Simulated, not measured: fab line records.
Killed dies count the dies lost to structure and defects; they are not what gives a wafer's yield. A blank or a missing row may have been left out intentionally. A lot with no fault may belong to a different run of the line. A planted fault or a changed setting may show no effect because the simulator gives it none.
fab line records	flow n5-finfet
record: lots: 9	wafers: 27	last-day: 19
route steps=1938 shown HKMG_FIN@406 BEOL_M4@1111
lots with no fault: from the same line, run without faults
start-h: the number of hours between the record's first day and the start of the first shown wafer of the lot	wait-h: hours since the lot's step before	" repeats the value in the row above	L1.1+2: a single row standing in for several wafers	- no value present, or no start provided	* or withheld: withheld	< > ~ a bound
route shown NAME@n: NAME is a module with steps in the file, n the number in the route of the first one	usual: average and standard deviation across the fault-free wafers	same: alike in all rows	chamber/n: place in a boat	sites: each site's reading	_std_site: the standard deviation of these	_edge_site: outer sites' mean less inner sites'	radius-mm: how far each site lies from the wafer's centre	mask NAME#n: copy n	behind: tool/chamber where the wafer was last shaped	hold: why the lot went on hold/how many hours it stayed there/how the hold came to an end	device: the n, p or np transistor that did not switch	end of line: tests run on the same wafers once the route is complete	for a step that has no rows: nothing shown but its recipe	killed: dies lost to structure and defects at the first sort, not the wafer's yield	map: per-die view of a wafer (x killed, . not killed, _ where there is no die)
set.NAME: setting as actually run; set.NAME@STEP: the setting as run at that earlier step	model.NAME: the simulator's own value behind a step, which no gauge read
steps of the route over a sample of lots; a table a step, a row a wafer
services: a tool's chamber out of use, with start hour (start-h, from the record's first day; less than 0 if before it), hours out, and reason
== steps ==
step: N5_HKMG_FIN_ETCH_58
recipe: chemistry: N2/H2	target: SOC	target-depth-a: 2158	ion-energy-ev: 50	bias-w: 13	time-s: 741	pressure-mtorr: 30	source-w: 875	n2-flow-sccm: 200	h2-flow-sccm: 200
usual: drypump-motor-current-A: 5.8/0.49	oes-product-au: 0.81/0.085	rf-vpp-V: 99.1/0.98	showerhead-plenum-p-Torr: 2.53/0.097	throttle-valve-pct: 17.73/0.23
lot.wafer	tool	chamber	start-h	wait-h	drypump-motor-current-A	oes-product-au	rf-hours-counter-h	rf-vpp-V	showerhead-plenum-p-Torr	throttle-valve-pct
L240.2	rie-diel-05	2	94.80	0.0	5.6	0.79	161	100.0	2.65	17.90
L240.3	"	2	"	"	5.6	0.79	-	98.5	2.65	17.90
L240.6	"	3	"	"	5.6	0.68	-	97.4	2.49	17.70
L239.4	rie-diel-05	2	98.35	0.2	5.6	0.79	-	100.0	2.65	17.91
L239.5	"	2	"	"	5.6	0.80	-	100.6	2.65	17.90
L239.6	"	0	"	"	5.4	0.92	-	100.7	2.59	17.58
L241.1	rie-diel-03	2	110.86	0.0	6.8	0.89	33	99.8	2.59	17.78
L241.4	"	2	"	"	6.7	0.89	-	99.6	2.59	17.79
L241.6	"	0	"	"	6.0	0.86	-	100.2	2.49	17.91
L243.1	rie-diel-05	3	114.88	0.0	5.5	0.68	263	98.2	2.49	17.72
L243.2	"	1	"	"	6.2	0.68	250	99.6	2.49	17.87
L243.6	"	3	"	"	5.6	0.68	-	98.7	2.49	17.71
L245.2	rie-diel-05	2	123.63	0.0	5.6	0.78	168	99.6	2.65	17.91
L245.3	"	2	"	"	5.6	0.79	-	100.2	2.65	17.93
L245.6	"	2	"	"	5.6	0.78	-	100.4	2.65	17.92
L253.2	rie-diel-05	3	173.39	0.0	5.6	0.96	3	99.1	2.48	17.28
L253.5	"	0	"	"	5.3	0.84	-	99.4	2.58	17.64
L253.6	"	3	"	"	5.5	0.97	-	98.1	2.48	17.29
L254.1	rie-diel-03	0	182.08	0.0	6.0	0.82	73	98.2	2.47	17.96
L254.2	"	2	"	"	6.7	0.85	59	100.6	2.58	17.82
L254.4	"	3	"	"	5.6	0.69	237	99.4	2.62	18.36
L258.2	rie-diel-05	3	205.97	0.0	5.5	0.92	14	99.7	2.48	17.30
L258.5	"	3	"	"	5.5	0.93	-	98.5	2.48	17.28
L258.6	"	2	"	"	5.6	0.76	-	99.4	2.64	17.96
L259.1	rie-diel-01	3	210.36	0.0	5.1	0.74	172	97.7	2.31	17.49
L259.5	"	2	"	"	5.4	0.70	-	99.5	2.62	17.89
L259.6	"	3	"	"	5.1	0.74	-	99.3	2.31	17.47
step: N5_HKMG_FIN_STRIP_93
recipe: chemistry: N2/H2	material: SOC	time-s: 20	power-w: 500	temp-c: 40	pressure-mtorr: 50	rf-frequency-hz: 6e+07	bias-power-w: 8	h2-frac: 0.5	n2-flow-sccm: 300	h2-flow-sccm: 300
usual: drypump-motor-current-A: 5.8/0.48	oes-product-au: 0.81/0.087	power-w: 499.9/1.3	rf-vpp-V: 54.2/0.9	showerhead-plenum-p-Torr: 3.34/0.12	throttle-valve-pct: 18.9/0.3
lot.wafer	tool	chamber	start-h	wait-h	drypump-motor-current-A	oes-product-au	power-w	rf-hours-counter-h	rf-vpp-V	showerhead-plenum-p-Torr	throttle-valve-pct
L240.2	rie-diel-05	2	95.44	0.4	5.6	0.78	501.1	162	54.1	3.50	19.1
L240.3	"	2	"	"	5.6	0.79	500.6	-	56.1	3.50	19.1
L240.6	"	3	"	"	5.5	0.67	497.9	-	53.6	3.29	18.9
L239.4	rie-diel-05	2	98.80	0.2	5.6	0.78	500.6	-	54.6	3.50	19.1
L239.5	"	2	"	"	5.6	0.78	499.1	-	55.8	3.50	19.1
L239.6	"	0	"	"	5.4	0.91	499.7	-	54.5	3.42	18.9
L241.1	rie-diel-03	2	111.28	0.2	6.7	0.90	501.6	34	53.3	3.42	18.8
L241.4	"	2	"	"	6.7	0.89	498.7	-	54.9	3.42	18.8
L241.6	"	0	"	"	6.0	0.87	501.7	-	53.2	3.29	19.5
L243.1	rie-diel-05	3	115.31	0.2	5.5	0.68	499.9	264	53.6	3.29	18.9
L243.2	"	1	"	"	6.2	0.68	498.4	250	54.6	3.29	19.1
L243.6	"	3	"	"	5.6	0.68	499.3	-	55.3	3.29	18.9
L245.2	rie-diel-05	2	124.27	0.4	5.6	0.78	499.6	169	55.0	3.50	19.1
L245.3	"	2	"	"	5.6	0.77	501.8	-	53.6	3.50	19.1
L245.6	"	2	"	"	5.6	0.77	502.1	-	54.3	3.50	19.1
L253.2	rie-diel-05	3	173.81	0.2	5.5	0.96	498.4	3	54.7	3.28	18.4
L253.5	"	0	"	"	5.3	0.85	499.3	-	54.0	3.40	19.0
L253.6	"	3	"	"	5.5	0.96	498.9	-	54.8	3.28	18.4
L254.1	rie-diel-03	0	182.51	0.2	6.0	0.83	499.4	73	53.5	3.27	19.6
L254.2	"	2	"	"	6.7	0.86	500.9	59	53.0	3.41	18.8
L254.4	"	3	"	"	5.6	0.68	500.4	237	53.9	3.45	19.6
L258.2	rie-diel-05	3	206.40	0.2	5.6	0.92	500.2	14	54.1	3.28	18.5
L258.5	"	3	"	"	5.6	0.91	500.7	-	55.2	3.28	18.5
L258.6	"	2	"	"	5.6	0.75	499.2	-	54.0	3.48	19.2
L259.1	rie-diel-01	3	210.79	0.2	5.2	0.75	500.5	173	52.0	3.07	18.5
L259.5	"	2	"	"	5.4	0.70	500.1	-	53.5	3.46	19.2
L259.6	"	3	"	"	5.1	0.75	499.2	-	53.5	3.07	18.5
step: N5_HKMG_FIN_PWFM_ALD_03
recipe: material: TiN	target-thk-a: 20	temp-c: 400	ald-precursor-family: TiCl4	ald-co-reactant: NH3	pulse-time-s: 1	purge-time-s: 3	co-reactant-purge-time-s: 2	co-reactant-pulse-time-s: 2	ald-cycles: 91	pressure-torr: 3
usual: heater-power-w: 885/96	precursor-pulse-height-rel: 1.000/0.019	susceptor-temp-C: 400.00/0.22
lot.wafer	tool	chamber	start-h	wait-h	heater-power-w	precursor-pulse-height-rel	susceptor-temp-C
L240.2	ald-metal-02	1	97.19	0.0	949	0.996	399.92
L240.3	"	0	"	"	1003	0.979	399.82
L240.6	"	1	"	"	950	1.015	400.14
L239.4	ald-metal-01	3	100.73	0.0	773	0.996	400.05
L239.5	"	1	"	"	902	0.995	399.99
L239.6	"	0	"	"	834	0.999	399.61
L241.1	ald-metal-02	2	113.14	0.0	988	1.017	425.89
L241.4	"	1	"	"	957	1.015	400.02
L241.6	"	3	"	"	861	0.947	400.02
L243.1	ald-metal-02	0	117.51	0.0	1042	1.017	399.95
L243.2	"	1	"	"	944	1.008	399.94
L243.6	"	2	"	"	1027	0.995	425.97
L245.2	ald-metal-04	2	126.03	0.0	883	1.014	400.28
L245.3	"	1	"	"	778	0.995	400.22
L245.6	"	3	"	"	718	1.011	399.90
L253.2	ald-metal-04	3	175.55	0.0	740	1.025	399.73
L253.5	"	3	"	"	716	1.004	399.92
L253.6	"	2	"	"	879	0.988	399.93
L254.1	ald-metal-04	0	184.29	0.0	1015	0.988	399.77
L254.2	"	1	"	"	752	0.982	399.93
L254.4	"	2	"	"	863	0.989	400.23
L258.2	ald-metal-02	1	208.12	0.0	964	0.999	400.01
L258.5	"	2	"	"	860	0.977	399.60
L258.6	"	1	"	"	923	1.043	399.64
L259.1	ald-metal-02	0	212.51	0.0	1034	0.973	399.84
L259.5	"	0	"	"	1016	1.022	399.86
L259.6	"	0	"	"	1040	1.027	400.03
step: N5_HKMG_FIN_CD_MEAS_12
recipe: target-cd-nm: 92.8	landing-energy-ev: 500	detector: se-inlens
usual: cd-nm: 92.6/0.8
lot.wafer	tool	chamber	start-h	wait-h	cd-nm
L240.2	cd-sem-01	0	98.02	-	92.5
L240.3	"	0	"	"	91.4
L240.6	"	0	"	"	92.8
L239.4	cd-sem-01	0	101.45	-	91.4
L239.5	"	0	"	"	92.3
L239.6	"	0	"	"	91.0
L241.1	cd-sem-01	0	113.85	-	91.7
L241.4	"	0	"	"	91.2
L241.6	"	0	"	"	93.3
L243.1	cd-sem-03	0	118.35	-	93.1
L243.2	"	0	"	"	93.0
L243.6	"	0	"	"	94.1
L245.2	cd-sem-03	0	126.87	-	92.2
L245.3	"	0	"	"	91.8
L245.6	"	0	"	"	91.9
L253.2	cd-sem-02	0	176.39	-	93.8
L253.5	"	0	"	"	93.5
L253.6	"	0	"	"	93.4
L254.1	cd-sem-03	0	185.13	-	92.5
L254.2	"	0	"	"	92.6
L254.4	"	0	"	"	92.3
L258.2	cd-sem-01	0	208.96	-	93.0
L258.5	"	0	"	"	92.6
L258.6	"	0	"	"	92.9
L259.1	cd-sem-03	0	214.11	-	91.8
L259.5	"	0	"	"	92.6
L259.6	"	0	"	"	91.3
step: N5_BEOL_M4_RC_MEAS_101
usual: DIBL_N: 36.0/1.7	DIBL_P: 36.2/1.9	IOFF_N: 0.154/0.028	IOFF_P: 0.21/0.036	ION_N: 675/11	ION_P: 463/8.3	SS_N: 71.4/0.63	SS_P: 73.2/0.55	VT_N: 250.2/3	VT_P: -251/3.7
lot.wafer	tool	chamber	start-h	wait-h	DIBL_N[mV/V]	DIBL_P[mV/V]	IOFF_N[nA/um]	IOFF_P[nA/um]	ION_N[uA/um]	ION_P[uA/um]	SS_N[mV/dec]	SS_P[mV/dec]	VT_N[mV]	VT_P[mV]
L240.2	prober-02	0	239.69	0.2	37.7	38.6	0.180	0.23	685	477	71.5	73.7	249.5	-247
L240.3	"	0	"	"	38.0	38.8	0.185	0.23	679	467	72.4	73.4	246.9	-248
L240.6	"	0	"	"	34.4	34.9	0.128	0.17	671	462	71.1	72.3	252.7	-250
L239.4	prober-02	0	244.44	0.5	32.7	32.2	0.103	0.16	668	463	70.7	72.2	255.7	-256
L239.5	"	0	"	"	35.9	34.8	0.140	0.19	672	457	70.7	73.0	251.5	-255
L239.6	"	0	"	"	36.7	36.0	0.152	0.20	678	458	70.6	73.6	250.0	-251
L241.1	prober-01	0	262.57	0.0	38.5	40.8	0.191	0.29	689	480	71.7	73.7	247.8	-241
L241.4	"	0	"	"	34.9	36.2	0.124	0.17	654	455	71.2	73.0	255.7	-254
L241.6	"	0	"	"	37.2	39.1	0.178	0.20	700	465	71.2	74.1	246.3	-252
L243.1	prober-01	0	269.35	0.0	36.9	37.4	0.154	0.20	673	455	71.7	73.4	252.1	-252
L243.2	"	0	"	"	35.5	35.5	0.126	0.18	660	455	72.1	72.6	252.8	-252
L243.6	"	0	"	"	36.7	36.4	0.142	0.23	670	465	71.4	73.1	250.3	-247
L245.2	prober-02	0	282.07	0.2	35.3	34.8	0.139	0.19	680	463	71.2	73.5	248.6	-253
L245.3	"	0	"	"	37.6	36.5	0.168	0.21	674	459	72.3	73.3	250.2	-250
L245.6	"	0	"	"	35.9	35.5	0.142	0.19	670	453	71.2	73.5	251.0	-254
L253.2	prober-01	0	330.34	0.2	34.8	35.1	0.140	0.18	665	452	71.5	73.5	250.6	-255
L253.5	"	0	"	"	32.6	32.5	0.105	0.15	658	454	70.6	73.3	256.1	-255
L253.6	"	0	"	"	35.5	35.8	0.151	0.20	662	457	70.9	73.1	249.8	-253
L254.1	prober-02	0	339.42	0.0	37.2	37.0	0.177	0.23	681	468	71.8	73.7	250.5	-249
L254.2	"	0	"	"	39.3	38.5	0.221	0.26	682	466	72.9	73.6	246.6	-246
L254.4	"	0	"	"	36.8	36.7	0.175	0.24	687	474	70.9	74.0	247.1	-248
L258.2	prober-01	0	344.31	0.2	36.7	35.6	0.158	0.24	666	465	71.5	73.4	252.7	-247
L258.5	"	0	"	"	37.2	37.2	0.174	0.26	677	471	71.2	73.7	247.7	-243
L258.6	"	0	"	"	36.0	34.8	0.164	0.23	686	477	71.5	73.0	248.4	-247
L259.1	prober-02	0	347.04	0.0	36.1	36.9	0.145	0.21	660	455	71.4	73.0	253.2	-253
L259.5	"	0	"	"	35.9	34.8	0.148	0.19	662	456	71.4	72.7	252.0	-252
L259.6	"	0	"	"	37.9	39.6	0.192	0.25	697	471	72.3	73.9	247.7	-249
== services ==
tool	chamber	start-h	hours	kind
ald-metal-01	0	74.13	4.7	repair
ald-metal-02	0	78.36	4.6	repair
rie-diel-05	1	84.10	21.9	repair
ald-metal-01	0	88.47	3.5	repair
rie-diel-05	3	96.30	1.8	repair
rie-diel-05	2	100.11	16.3	repair
rie-diel-05	1	116.46	-	clean
rie-diel-05	1	116.46	-	consumable-replace:focus-ring
rie-diel-05	3	119.45	6.4	repair
rie-diel-05	3	134.83	-	clean
rie-diel-05	3	134.83	-	consumable-replace:focus-ring
rie-diel-05	3	134.83	29.9	scheduled-down
rie-diel-05	3	134.83	29.9	vent-cycle
rie-diel-03	2	157.49	2.7	repair
ald-metal-02	2	183.39	4.4	repair
ald-metal-02	3	196.45	26.9	repair
ald-metal-02	2	208.75	6.2	repair
== key ==
first-sign: step: N5_HKMG_FIN_PWFM_ALD_03	reading: susceptor-temp-C	direction: up	sigmas: 99+	usual: *	struck: *
effect none on later readings
met-at N5_HKMG_FIN_PWFM_ALD_03
struck-lots L241,L243
struck-wafers L241.1,L243.6
not-acting-at N5_HKMG_FIN_ETCH_58,N5_HKMG_FIN_STRIP_93,N5_HKMG_FIN_CD_MEAS_12
fault: kind: process-parameter-drift	tool: ald-metal-02	chamber: 2	onset-h: 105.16	steps: N5_HKMG_FIN_PWFM_ALD_03	channel: temp-c	offset: *	shape: step	end-h: 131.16	acts-in: *	stated: *
